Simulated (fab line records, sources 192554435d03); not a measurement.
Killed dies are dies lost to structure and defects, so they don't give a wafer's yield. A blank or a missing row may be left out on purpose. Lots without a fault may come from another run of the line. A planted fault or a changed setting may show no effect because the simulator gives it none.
Chamber matching | flow n5_finfet | N5_BEOL_M12_ILD_DEP_00 on pecvd-04: 3 sister chambers
The step deposits SiOC from DEMS/O2, target thk 658.92 nm, time 130.7 s. 3 wafers are shown with their chamber, then 7 later ones without.

WAFERS WITH THEIR CHAMBER
wafer  | chamber | heater_power_w (W)
L087.4 | 2       | 469
L087.5 | 0       | 469
L089.5 | 1       | 544

WAFERS WITHOUT THEIR CHAMBER
wafer  | heater_power_w (W)
L089.6 | 444
L092.4 | 527
L092.5 | 590
L092.6 | 366
L094.1 | 440
L094.4 | 569
L094.5 | 437

WHICH CHAMBER EACH WENT THROUGH
wafer  | from the rows above          | in truth
L089.6 | can't be placed: 0 or 2 or 1 | 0
L092.4 | can't be placed: 1 or 0 or 2 | 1
L092.5 | can't be placed: 1 or 0 or 2 | 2
L092.6 | can't be placed: 0 or 2 or 1 | 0
L094.1 | can't be placed: 0 or 2 or 1 | 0
L094.4 | can't be placed: 1 or 0 or 2 | 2
L094.5 | can't be placed: 0 or 2 or 1 | 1
Placed correctly: 0 of 7. Can't be placed from these rows: 7 (the true chamber is among the candidates in 7). Placed wrongly: 0.
How it was worked out, from the rows above alone: a wafer's distance from a chamber is the root of the sum, over the readings, of the square of ((its reading less the chamber's mean) divided by the reading's scatter). The wafer belongs to the nearest chamber; if the next one is less than 2 further off, it can't be placed. A chamber's mean is the mean of its shown wafers. The scatter: with one shown wafer a chamber, the root of the mean of the squares of how far each hidden wafer lies from its nearest shown one.
